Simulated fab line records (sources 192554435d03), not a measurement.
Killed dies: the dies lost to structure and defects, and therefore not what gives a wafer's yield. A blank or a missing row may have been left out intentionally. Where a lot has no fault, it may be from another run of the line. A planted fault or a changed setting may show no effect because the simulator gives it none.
Which tool did it? / flow n5_finfet / 72 wafers from 24 lots sampled at 4 of the route's 1938 steps

## WHAT THE GAUGES SHOWED, per wafer
N5_BEOL_M11_OVL_MEAS_12. Usual: for M11_OVL the level is 0.1 nm and the standard deviation is 0.77.
lot=L074; measured=day 10 05:05; on=overlay-02; M11_OVL (nm)=0.6 -0.4 -0.9; flag=
lot=L075; measured=day 10 09:52; on=overlay-02; M11_OVL (nm)=-1.8 -1.8 -1.2; flag=
lot=L077; measured=day 10 21:38; on=overlay-01; M11_OVL (nm)=0.4 -0.2 -0.7; flag=
lot=L076; measured=day 11 00:44; on=overlay-01; M11_OVL (nm)=0.1 0.7 1.7; flag=
lot=L079; measured=day 11 02:40; on=overlay-01; M11_OVL (nm)=0.0 -0.2 -0.2; flag=
lot=L078; measured=day 11 10:15; on=overlay-01; M11_OVL (nm)=-1.3 -0.2 -0.3; flag=
lot=L080; measured=day 11 23:37; on=overlay-01; M11_OVL (nm)=-0.7 0.2 1.2; flag=
lot=L083; measured=day 12 05:59; on=overlay-02; M11_OVL (nm)=1.1 0.0 0.6; flag=
lot=L081; measured=day 12 06:17; on=overlay-02; M11_OVL (nm)=-0.8 -0.7 -0.3; flag=
lot=L082; measured=day 12 13:29; on=overlay-01; M11_OVL (nm)=-0.4 -0.2 -0.7; flag=
lot=L084; measured=day 13 00:41; on=overlay-01; M11_OVL (nm)=0.0 0.7 -0.2; flag=
lot=L085; measured=day 13 07:46; on=overlay-02; M11_OVL (nm)=0.1 0.8 -0.5; flag=
lot=L086; measured=day 14 00:55; on=overlay-02; M11_OVL (nm)=0.8 0.8 0.2; flag=
lot=L089; measured=day 14 03:41; on=overlay-02; M11_OVL (nm)=-0.3 0.4 0.1; flag=
lot=L087; measured=day 14 03:59; on=overlay-01; M11_OVL (nm)=1.5 1.0 0.3; flag=
lot=L088; measured=day 14 06:32; on=overlay-01; M11_OVL (nm)=1.3 0.2 1.3; flag=
lot=L090; measured=day 14 21:01; on=overlay-01; M11_OVL (nm)=0.3 0.7 0.4; flag=
lot=L091; measured=day 15 06:37; on=overlay-02; M11_OVL (nm)=0.4 0.3 0.7; flag=
lot=L094; measured=day 15 13:21; on=overlay-02; M11_OVL (nm)=-0.8 -1.0 0.8; flag=
lot=L093; measured=day 15 19:07; on=overlay-02; M11_OVL (nm)=-0.6 1.3 1.0; flag=
lot=L095; measured=day 15 23:35; on=overlay-01; M11_OVL (nm)=-0.4 -0.8 0.0; flag=
lot=L092; measured=day 16 08:37; on=overlay-02; M11_OVL (nm)=0.6 -1.1 0.4; flag=
lot=L096; measured=day 16 12:06; on=overlay-02; M11_OVL (nm)=0.4 -0.5 0.9; flag=
lot=L097; measured=day 17 10:26; on=overlay-02; M11_OVL (nm)=0.4 -0.5 0.8; flag=

N5_BEOL_M12_CD_MEAS_10 targets a cd of 140 nm. Usual: 141.0 nm for cd_nm, sd 2.7.
lot=L074; measured=day 10 12:50; on=cd_sem-02; cd_nm (nm)=138.3 140.7 142.5; flag=
lot=L075; measured=day 10 15:50; on=cd_sem-03; cd_nm (nm)=142.1 140.5 136.4; flag=
lot=L077; measured=day 11 03:45; on=cd_sem-01; cd_nm (nm)=139.2 137.6 138.4; flag=
lot=L076; measured=day 11 07:37; on=cd_sem-02; cd_nm (nm)=136.4 140.3 143.8; flag=
lot=L079; measured=day 11 08:01; on=cd_sem-03; cd_nm (nm)=143.3 140.5 138.9; flag=
lot=L078; measured=day 11 18:05; on=cd_sem-02; cd_nm (nm)=140.4 139.7 140.3; flag=
lot=L080; measured=day 12 04:02; on=cd_sem-02; cd_nm (nm)=142.1 142.1 139.8; flag=
lot=L083; measured=day 12 11:47; on=cd_sem-02; cd_nm (nm)=137.5 140.3 141.4; flag=
lot=L081; measured=day 12 15:15; on=cd_sem-03; cd_nm (nm)=141.7 140.5 138.9; flag=
lot=L082; measured=day 12 20:07; on=cd_sem-02; cd_nm (nm)=140.5 145.2 143.1; flag=
lot=L084; measured=day 13 06:46; on=cd_sem-03; cd_nm (nm)=141.1 136.9 144.6; flag=
lot=L085; measured=day 13 15:14; on=cd_sem-02; cd_nm (nm)=140.5 144.6 144.6; flag=
lot=L086; measured=day 14 06:58; on=cd_sem-03; cd_nm (nm)=142.5 140.0 138.9; flag=
lot=L089; measured=day 14 09:19; on=cd_sem-02; cd_nm (nm)=144.5 141.2 143.5; flag=
lot=L087; measured=day 14 10:00; on=cd_sem-03; cd_nm (nm)=142.3 140.2 143.0; flag=
lot=L088; measured=day 14 12:45; on=cd_sem-01; cd_nm (nm)=140.7 146.1 141.9; flag=
lot=L090; measured=day 15 02:28; on=cd_sem-01; cd_nm (nm)=141.2 142.2 140.1; flag=
lot=L091; measured=day 15 12:19; on=cd_sem-03; cd_nm (nm)=143.9 140.9 137.2; flag=
lot=L094; measured=day 15 17:53; on=cd_sem-03; cd_nm (nm)=135.1 138.5 138.0; flag=
lot=L093; measured=day 16 02:10; on=cd_sem-02; cd_nm (nm)=139.9 140.0 143.8; flag=
lot=L095; measured=day 16 06:05; on=cd_sem-01; cd_nm (nm)=138.1 138.9 145.4; flag=
lot=L092; measured=day 16 14:22; on=cd_sem-02; cd_nm (nm)=144.5 142.8 137.3; flag=
lot=L096; measured=day 16 18:31; on=cd_sem-01; cd_nm (nm)=139.9 144.4 142.7; flag=
lot=L097; measured=day 17 15:35; on=cd_sem-03; cd_nm (nm)=137.8 141.3 138.3; flag=

## WHAT TOOL EACH LOT RAN ON (gives the tool, then ch and the chambers of the sampled wafers, and finally the start)
lot=L074; N5_BEOL_M11_VIA_ETCH_34=rie_diel-03 ch 0,1,2, day 10 09:42; N5_BEOL_M11_CURE_72=uv_cure-01 ch 1, day 10 10:11
lot=L075; N5_BEOL_M11_VIA_ETCH_34=rie_diel-04 ch 0,2, day 10 12:15; N5_BEOL_M11_CURE_72=uv_cure-03 ch 0, day 10 12:43
lot=L077; N5_BEOL_M11_VIA_ETCH_34=rie_diel-04 ch 2,3, day 11 00:26; N5_BEOL_M11_CURE_72=uv_cure-02 ch 2, day 11 01:04
lot=L076; N5_BEOL_M11_VIA_ETCH_34=rie_diel-06 ch 1,3, day 11 02:09; N5_BEOL_M11_CURE_72=uv_cure-03 ch 0, day 11 02:50
lot=L079; N5_BEOL_M11_VIA_ETCH_34=rie_diel-06 ch 1,2,3, day 11 04:57; N5_BEOL_M11_CURE_72=uv_cure-02 ch 0, day 11 05:26
lot=L078; N5_BEOL_M11_VIA_ETCH_34=rie_diel-04 ch 1,3, day 11 13:36; N5_BEOL_M11_CURE_72=uv_cure-01 ch 1, day 11 14:11
lot=L080; N5_BEOL_M11_VIA_ETCH_34=rie_diel-03 ch 0,2,3, day 12 01:06; N5_BEOL_M11_CURE_72=uv_cure-03 ch 1, day 12 01:43
lot=L083; N5_BEOL_M11_VIA_ETCH_34=rie_diel-06 ch 1,2,3, day 12 07:31; N5_BEOL_M11_CURE_72=uv_cure-02 ch 0, day 12 08:05
lot=L081; N5_BEOL_M11_VIA_ETCH_34=rie_diel-06 ch 1,2,3, day 12 10:17; N5_BEOL_M11_CURE_72=uv_cure-02 ch 0, day 12 10:49
lot=L082; N5_BEOL_M11_VIA_ETCH_34=rie_diel-06 ch 0,1,2, day 12 16:30; N5_BEOL_M11_CURE_72=uv_cure-02 ch 1, day 12 16:59
lot=L084; N5_BEOL_M11_VIA_ETCH_34=rie_diel-03 ch 2,3, day 13 03:14; N5_BEOL_M11_CURE_72=uv_cure-01 ch 0, day 13 03:43
lot=L085; N5_BEOL_M11_VIA_ETCH_34=rie_diel-06 ch 0,1,2, day 13 11:46; N5_BEOL_M11_CURE_72=uv_cure-02 ch 2, day 13 12:15
lot=L086; N5_BEOL_M11_VIA_ETCH_34=rie_diel-06 ch 1,3, day 14 03:10; N5_BEOL_M11_CURE_72=uv_cure-01 ch 2, day 14 03:54
lot=L089; N5_BEOL_M11_VIA_ETCH_34=rie_diel-03 ch 0,1,3, day 14 05:29; N5_BEOL_M11_CURE_72=uv_cure-01 ch 1, day 14 06:04
lot=L087; N5_BEOL_M11_VIA_ETCH_34=rie_diel-06 ch 0,1,3, day 14 05:38; N5_BEOL_M11_CURE_72=uv_cure-01 ch 2, day 14 06:22
lot=L088; N5_BEOL_M11_VIA_ETCH_34=rie_diel-03 ch 0,1, day 14 08:33; N5_BEOL_M11_CURE_72=uv_cure-01 ch 0, day 14 09:08
lot=L090; N5_BEOL_M11_VIA_ETCH_34=rie_diel-04 ch 0,1,2, day 14 23:16; N5_BEOL_M11_CURE_72=uv_cure-02 ch 0, day 14 23:44
lot=L091; N5_BEOL_M11_VIA_ETCH_34=rie_diel-06 ch 1,2,3, day 15 08:43; N5_BEOL_M11_CURE_72=uv_cure-03 ch 2, day 15 09:12
lot=L094; N5_BEOL_M11_VIA_ETCH_34=rie_diel-06 ch 2,3, day 15 14:49; N5_BEOL_M11_CURE_72=uv_cure-02 ch 0, day 15 15:21
lot=L093; N5_BEOL_M11_VIA_ETCH_34=rie_diel-04 ch 0,1,3, day 15 22:22; N5_BEOL_M11_CURE_72=uv_cure-02 ch 2, day 15 22:54
lot=L095; N5_BEOL_M11_VIA_ETCH_34=rie_diel-04 ch 1,3, day 16 00:57; N5_BEOL_M11_CURE_72=uv_cure-02 ch 1, day 16 01:26
lot=L092; N5_BEOL_M11_VIA_ETCH_34=rie_diel-03 ch 0,1,3, day 16 11:10; N5_BEOL_M11_CURE_72=uv_cure-02 ch 1, day 16 11:39
lot=L096; N5_BEOL_M11_VIA_ETCH_34=rie_diel-06 ch 1,2,3, day 16 13:28; N5_BEOL_M11_CURE_72=uv_cure-01 ch 0, day 16 13:56
lot=L097; N5_BEOL_M11_VIA_ETCH_34=rie_diel-06 ch 1,2, day 17 12:16; N5_BEOL_M11_CURE_72=uv_cure-01 ch 1, day 17 12:47
- N5_BEOL_M11_VIA_ETCH_34: etches SiCOH lowk in C4F6/O2, target depth 184.5 nm, time 69.2 s.
- N5_BEOL_M11_CURE_72: cures SiCOH lowk, time 120 s.

## WHAT THE TOOLS THEMSELVES READ (means of the sampled wafers that have a number; where no wafer has one, the mark that the record gives instead)
N5_BEOL_M11_VIA_ETCH_34. Usual: for drypump_motor_current_A, 5.9 A with a standard deviation of 0.3; for oes_ar_750_au, 0.82 a.u. with a standard deviation of 0.08; for oes_product_au, 0.82 a.u. with a standard deviation of 0.087; for rf_fwd_power_W, 342.3 W with a standard deviation of 1.3; for rf_vpp_V, 660 V with a standard deviation of 19; for showerhead_plenum_p_Torr, 2.85 Torr with a standard deviation of 0.12; for throttle_valve_pct, 20.88 % with a standard deviation of 0.25.
lot=L074; tool=rie_diel-03; drypump_motor_current_A (A)=6.0; oes_ar_750_au (a.u.)=0.86; oes_product_au (a.u.)=0.85; rf_fwd_power_W (W)=341.7; rf_vpp_V (V)=649; showerhead_plenum_p_Torr (Torr)=2.80; throttle_valve_pct (%)=20.87; flag=
lot=L075; tool=rie_diel-04; drypump_motor_current_A (A)=5.6; oes_ar_750_au (a.u.)=0.80; oes_product_au (a.u.)=0.82; rf_fwd_power_W (W)=342.1; rf_vpp_V (V)=673; showerhead_plenum_p_Torr (Torr)=2.79; throttle_valve_pct (%)=20.78; flag=
lot=L077; tool=rie_diel-04; drypump_motor_current_A (A)=5.9; oes_ar_750_au (a.u.)=0.86; oes_product_au (a.u.)=0.88; rf_fwd_power_W (W)=341.7; rf_vpp_V (V)=688; showerhead_plenum_p_Torr (Torr)=2.85; throttle_valve_pct (%)=20.94; flag=
lot=L076; tool=rie_diel-06; drypump_motor_current_A (A)=6.0; oes_ar_750_au (a.u.)=0.80; oes_product_au (a.u.)=0.79; rf_fwd_power_W (W)=342.2; rf_vpp_V (V)=641; showerhead_plenum_p_Torr (Torr)=2.78; throttle_valve_pct (%)=21.15; flag=
lot=L079; tool=rie_diel-06; drypump_motor_current_A (A)=6.0; oes_ar_750_au (a.u.)=0.85; oes_product_au (a.u.)=0.84; rf_fwd_power_W (W)=343.0; rf_vpp_V (V)=659; showerhead_plenum_p_Torr (Torr)=2.82; throttle_valve_pct (%)=20.95; flag=
lot=L078; tool=rie_diel-04; drypump_motor_current_A (A)=5.8; oes_ar_750_au (a.u.)=0.75; oes_product_au (a.u.)=0.74; rf_fwd_power_W (W)=342.0; rf_vpp_V (V)=658; showerhead_plenum_p_Torr (Torr)=2.75; throttle_valve_pct (%)=20.75; flag=
lot=L080; tool=rie_diel-03; drypump_motor_current_A (A)=6.0; oes_ar_750_au (a.u.)=0.91; oes_product_au (a.u.)=0.90; rf_fwd_power_W (W)=341.5; rf_vpp_V (V)=651; showerhead_plenum_p_Torr (Torr)=2.90; throttle_valve_pct (%)=20.67; flag=
lot=L083; tool=rie_diel-06; drypump_motor_current_A (A)=6.0; oes_ar_750_au (a.u.)=0.83; oes_product_au (a.u.)=0.83; rf_fwd_power_W (W)=342.3; rf_vpp_V (V)=658; showerhead_plenum_p_Torr (Torr)=2.82; throttle_valve_pct (%)=20.96; flag=
lot=L081; tool=rie_diel-06; drypump_motor_current_A (A)=6.0; oes_ar_750_au (a.u.)=0.83; oes_product_au (a.u.)=0.83; rf_fwd_power_W (W)=342.7; rf_vpp_V (V)=659; showerhead_plenum_p_Torr (Torr)=2.82; throttle_valve_pct (%)=20.96; flag=
lot=L082; tool=rie_diel-06; drypump_motor_current_A (A)=5.8; oes_ar_750_au (a.u.)=0.89; oes_product_au (a.u.)=0.90; rf_fwd_power_W (W)=343.2; rf_vpp_V (V)=669; showerhead_plenum_p_Torr (Torr)=2.91; throttle_valve_pct (%)=20.82; flag=
lot=L084; tool=rie_diel-03; drypump_motor_current_A (A)=5.9; oes_ar_750_au (a.u.)=0.91; oes_product_au (a.u.)=0.92; rf_fwd_power_W (W)=342.4; rf_vpp_V (V)=655; showerhead_plenum_p_Torr (Torr)=2.97; throttle_valve_pct (%)=20.52; flag=
lot=L085; tool=rie_diel-06; drypump_motor_current_A (A)=5.9; oes_ar_750_au (a.u.)=0.88; oes_product_au (a.u.)=0.89; rf_fwd_power_W (W)=342.9; rf_vpp_V (V)=669; showerhead_plenum_p_Torr (Torr)=2.91; throttle_valve_pct (%)=20.82; flag=
lot=L086; tool=rie_diel-06; drypump_motor_current_A (A)=6.1; oes_ar_750_au (a.u.)=0.78; oes_product_au (a.u.)=0.77; rf_fwd_power_W (W)=343.2; rf_vpp_V (V)=641; showerhead_plenum_p_Torr (Torr)=2.77; throttle_valve_pct (%)=21.19; flag=
lot=L089; tool=rie_diel-03; drypump_motor_current_A (A)=5.6; oes_ar_750_au (a.u.)=0.82; oes_product_au (a.u.)=0.81; rf_fwd_power_W (W)=341.8; rf_vpp_V (V)=653; showerhead_plenum_p_Torr (Torr)=2.87; throttle_valve_pct (%)=20.92; flag=
lot=L087; tool=rie_diel-06; drypump_motor_current_A (A)=5.9; oes_ar_750_au (a.u.)=0.83; oes_product_au (a.u.)=0.83; rf_fwd_power_W (W)=342.9; rf_vpp_V (V)=652; showerhead_plenum_p_Torr (Torr)=2.86; throttle_valve_pct (%)=21.03; flag=
lot=L088; tool=rie_diel-03; drypump_motor_current_A (A)=5.8; oes_ar_750_au (a.u.)=0.80; oes_product_au (a.u.)=0.79; rf_fwd_power_W (W)=342.0; rf_vpp_V (V)=649; showerhead_plenum_p_Torr (Torr)=2.81; throttle_valve_pct (%)=21.09; flag=
lot=L090; tool=rie_diel-04; drypump_motor_current_A (A)=5.9; oes_ar_750_au (a.u.)=0.75; oes_product_au (a.u.)=0.76; rf_fwd_power_W (W)=341.9; rf_vpp_V (V)=675; showerhead_plenum_p_Torr (Torr)=2.86; throttle_valve_pct (%)=20.87; flag=
lot=L091; tool=rie_diel-06; drypump_motor_current_A (A)=6.0; oes_ar_750_au (a.u.)=0.80; oes_product_au (a.u.)=0.81; rf_fwd_power_W (W)=342.6; rf_vpp_V (V)=658; showerhead_plenum_p_Torr (Torr)=2.81; throttle_valve_pct (%)=21.00; flag=
lot=L094; tool=rie_diel-06; drypump_motor_current_A (A)=5.9; oes_ar_750_au (a.u.)=0.80; oes_product_au (a.u.)=0.81; rf_fwd_power_W (W)=342.4; rf_vpp_V (V)=668; showerhead_plenum_p_Torr (Torr)=2.85; throttle_valve_pct (%)=20.82; flag=
lot=L093; tool=rie_diel-04; drypump_motor_current_A (A)=5.7; oes_ar_750_au (a.u.)=0.72; oes_product_au (a.u.)=0.72; rf_fwd_power_W (W)=341.9; rf_vpp_V (V)=659; showerhead_plenum_p_Torr (Torr)=2.75; throttle_valve_pct (%)=20.78; flag=
lot=L095; tool=rie_diel-04; drypump_motor_current_A (A)=6.0; oes_ar_750_au (a.u.)=0.70; oes_product_au (a.u.)=0.70; rf_fwd_power_W (W)=342.8; rf_vpp_V (V)=661; showerhead_plenum_p_Torr (Torr)=2.83; throttle_valve_pct (%)=20.83; flag=
lot=L092; tool=rie_diel-03; drypump_motor_current_A (A)=5.6; oes_ar_750_au (a.u.)=0.80; oes_product_au (a.u.)=0.78; rf_fwd_power_W (W)=342.6; rf_vpp_V (V)=653; showerhead_plenum_p_Torr (Torr)=2.86; throttle_valve_pct (%)=20.97; flag=
lot=L096; tool=rie_diel-06; drypump_motor_current_A (A)=6.0; oes_ar_750_au (a.u.)=0.80; oes_product_au (a.u.)=0.79; rf_fwd_power_W (W)=343.1; rf_vpp_V (V)=659; showerhead_plenum_p_Torr (Torr)=2.81; throttle_valve_pct (%)=21.01; flag=
lot=L097; tool=rie_diel-06; drypump_motor_current_A (A)=6.0; oes_ar_750_au (a.u.)=0.82; oes_product_au (a.u.)=0.82; rf_fwd_power_W (W)=341.4; rf_vpp_V (V)=675; showerhead_plenum_p_Torr (Torr)=2.85; throttle_valve_pct (%)=20.81; flag=

N5_BEOL_M11_CURE_72. Usual: lamp_power_pct 52.32 %, standard deviation 0.061; wafer_temp_C_max 372.1, standard deviation 0.71.
lot=L074; tool=uv_cure-01; lamp_power_pct (%)=52.31; wafer_temp_C_max=371.7; flag=
lot=L075; tool=uv_cure-03; lamp_power_pct (%)=52.28; wafer_temp_C_max=371.7; flag=
lot=L077; tool=uv_cure-02; lamp_power_pct (%)=52.39; wafer_temp_C_max=371.9; flag=
lot=L076; tool=uv_cure-03; lamp_power_pct (%)=52.30; wafer_temp_C_max=371.6; flag=
lot=L079; tool=uv_cure-02; lamp_power_pct (%)=52.33; wafer_temp_C_max=372.1; flag=
lot=L078; tool=uv_cure-01; lamp_power_pct (%)=52.25; wafer_temp_C_max=372.2; flag=
lot=L080; tool=uv_cure-03; lamp_power_pct (%)=52.32; wafer_temp_C_max=373.6; flag=
lot=L083; tool=uv_cure-02; lamp_power_pct (%)=52.30; wafer_temp_C_max=372.3; flag=
lot=L081; tool=uv_cure-02; lamp_power_pct (%)=52.37; wafer_temp_C_max=372.0; flag=
lot=L082; tool=uv_cure-02; lamp_power_pct (%)=52.24; wafer_temp_C_max=371.5; flag=
lot=L084; tool=uv_cure-01; lamp_power_pct (%)=52.32; wafer_temp_C_max=373.0; flag=
lot=L085; tool=uv_cure-02; lamp_power_pct (%)=52.35; wafer_temp_C_max=372.4; flag=
lot=L086; tool=uv_cure-01; lamp_power_pct (%)=52.35; wafer_temp_C_max=372.9; flag=
lot=L089; tool=uv_cure-01; lamp_power_pct (%)=52.37; wafer_temp_C_max=372.0; flag=
lot=L087; tool=uv_cure-01; lamp_power_pct (%)=52.30; wafer_temp_C_max=372.6; flag=
lot=L088; tool=uv_cure-01; lamp_power_pct (%)=52.34; wafer_temp_C_max=372.6; flag=
lot=L090; tool=uv_cure-02; lamp_power_pct (%)=52.32; wafer_temp_C_max=372.2; flag=
lot=L091; tool=uv_cure-03; lamp_power_pct (%)=52.33; wafer_temp_C_max=372.5; flag=
lot=L094; tool=uv_cure-02; lamp_power_pct (%)=52.29; wafer_temp_C_max=372.0; flag=
lot=L093; tool=uv_cure-02; lamp_power_pct (%)=52.31; wafer_temp_C_max=371.5; flag=
lot=L095; tool=uv_cure-02; lamp_power_pct (%)=52.32; wafer_temp_C_max=370.9; flag=
lot=L092; tool=uv_cure-02; lamp_power_pct (%)=52.33; wafer_temp_C_max=370.9; flag=
lot=L096; tool=uv_cure-01; lamp_power_pct (%)=52.34; wafer_temp_C_max=372.9; flag=
lot=L097; tool=uv_cure-01; lamp_power_pct (%)=52.30; wafer_temp_C_max=372.0; flag=

## THE ANSWER, worked out from the rows above alone
Rule: a lot counts as off when the mean over its wafers that have a number is more than 3 standard deviations away from the usual mean. A lot without any number at a reading at which 4 lots or more have one is off too. The other lots that the step has rows for count as sound. Order of review: gauges by route order, followed by the tools' own readings, for which a lot's mean as printed above is used. The first step at which some lot is off is used, and at that step the reading that is off furthest; a lot without a number counts as furthest.
None of the lots is off at any reading shown; this tells nothing.

## WHAT THE SIMULATOR HAD PUT IN
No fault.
